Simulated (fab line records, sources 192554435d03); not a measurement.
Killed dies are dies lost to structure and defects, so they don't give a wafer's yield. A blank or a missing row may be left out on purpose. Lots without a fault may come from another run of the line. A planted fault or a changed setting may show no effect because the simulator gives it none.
A struck lot beside a sound one | flow n5_finfet | 16 steps out of a route of 1938
Sound: wafers L601.1, L601.3, L601.5. Struck: wafer L615.6. (L615.5 of the same lot was not struck and is left out.) The cause comes at the end.
At each step with rows: each side's tool, then ch and its chambers, then its first start. Under that, the readings that differ: sound wafers | struck wafers | difference of the means | sigmas: that difference in standard deviations of wafers without a fault.
alike: readings whose means differ by less than 2 such deviations, and words and numbers that are the same on both sides. not compared: withheld readings, readings that some wafer has no value for, bounds like >300 that may hide the same value, and numbers for which the record gives no deviation and whose values overlap.
The two part at a step that has a row with sigmas, a row that says differs or no value, or rows on one side only. Numbers that don't overlap but have no deviation are shown without sigmas and don't part them. A reading that every wafer of one side lacks parts them only if that side has two wafers or more.

N5_HKMG_FIN_CD_MEAS_12: target cd 92.8 nm.
  sound on cd_sem-03 ch 0, day 6 01:04; struck on cd_sem-01 ch 0, day 9 15:06
  alike: cd_nm
N5_HKMG_FIN_OVL_MEAS_13:
  sound on overlay-02 ch 0, day 6 01:06; struck on overlay-01 ch 0, day 9 15:07
  alike: NWFM_OVL
N5_HKMG_FIN_INSPECT_14: inspects for defects (macro).
  sound on defect_inspect-02, day 6 01:07; struck on defect_inspect-01, day 9 15:09
  alike: raw_defect_count
then, 2 steps without rows for these wafers: N5_HKMG_FIN_DESCUM_17 (chemistry O2, time 7.9 s); N5_HKMG_FIN_ETCH_31 (etches SiARC in CF4, target depth 45.5 nm, time 75.8 s).
N5_HKMG_FIN_ETCH_32: etches SOC in N2/H2, target depth 240 nm, time 300 s.
  sound on rie_diel-06 ch 0,2,3, day 6 01:14; struck on rie_diel-06 ch 3, day 9 15:22
  alike: drypump_motor_current_A, oes_product_au, rf_vpp_V, showerhead_plenum_p_Torr, throttle_valve_pct
  not compared: rf_hours_counter_h
then, 1 step without rows for these wafers: N5_HKMG_FIN_STRIP_33 (strips in N2/H2).
N5_HKMG_FIN_STRIP_34: strips in CF4.
  sound on rie_diel-06 ch 0,2,3, day 6 01:26; struck on rie_diel-06 ch 3, day 9 15:28
  alike: drypump_motor_current_A, oes_product_au, rf_vpp_V, showerhead_plenum_p_Torr, throttle_valve_pct
  not compared: rf_hours_counter_h
N5_HKMG_FIN_ETCH_35: etches SOC in N2/H2, target depth 215.8 nm, time 243.4 s.
  sound on rie_diel-06 ch 0,2,3, day 6 01:28; struck on rie_diel-06 ch 3, day 9 15:34
  alike: drypump_motor_current_A, oes_product_au, rf_vpp_V, showerhead_plenum_p_Torr, throttle_valve_pct
  not compared: rf_hours_counter_h
N5_HKMG_FIN_STRIP_92: strips SOC in N2/H2, time 20 s.
  sound on rie_diel-06 ch 0,2,3, day 6 01:36; struck on rie_diel-06 ch 3, day 9 15:40
  alike: drypump_motor_current_A, oes_product_au, rf_vpp_V, showerhead_plenum_p_Torr, throttle_valve_pct
  not compared: rf_hours_counter_h
then, 1 step without rows for these wafers: N5_HKMG_FIN_WET_ETCH_18 (etches TiN in SC1, time 55 s, target depth 5.2 nm, rinse time 30 s).
N5_HKMG_FIN_STRIP_19: strips in N2/H2, time 360 s.
  sound on plasma_asher-01 ch 0,1, day 6 01:45; struck on plasma_asher-02 ch 1, day 9 16:01
  reading                     | sound       | struck | difference | sigmas
  drypump_motor_current_A (A) | 6.6 6.3 6.6 | 5.4    | -1.1       | -2
  alike: heater_power_w
  not compared: rf_hours_counter_h
N5_HKMG_FIN_ALD_91: deposits TiN, target thk 1 nm, pulse time 1 s, purge time 3 s.
  sound on ald_metal-03 ch 1,2,3, day 6 02:08; struck on ald_metal-01 ch 0, day 9 16:17
  reading    | sound    | struck | difference | sigmas
  ald_cycles | 47 47 47 | 49     | +2         |
  alike: heater_power_w, precursor_pulse_height_rel
then, 1 step without rows for these wafers: N5_HKMG_FIN_COAT_85 (time 60 s, resist thk 300 nm).
-- the record jumps here: 4 days lie between the struck wafers' starts before and after (it left off in module HKMG_FIN and takes up again in module BEOL_M4, whose first step shown is number 1111 of the route) --
N5_BEOL_M4_RC_MEAS_101:
  sound on prober-01 ch 0, day 9 17:38; struck on prober-01 ch 0, day 13 08:07
  reading        | sound          | struck | difference | sigmas
  IOFF_N (nA/um) | 0.15 0.17 0.18 | 0.09   | -0.08      | -2
  IOFF_P (nA/um) | 0.21 0.23 0.24 | 0.15   | -0.08      | -2
  ION_N (uA/um)  | 682 684 678    | 657    | -24        | -2
  VT_N (mV)      | 251 247 249    | 262    | +13        | +4
  alike: DIBL_N, DIBL_P, ION_P, SS_N, SS_P, VT_P
N5_PASSIVATION_PROBE_49:
  the record has rows for the sound wafers here (prober-02, day 13 16:24) and none for the struck ones

WHERE THEY PART
First at N5_HKMG_FIN_STRIP_19; last, within this record, at N5_PASSIVATION_PROBE_49.

WHY: what the simulator had put in
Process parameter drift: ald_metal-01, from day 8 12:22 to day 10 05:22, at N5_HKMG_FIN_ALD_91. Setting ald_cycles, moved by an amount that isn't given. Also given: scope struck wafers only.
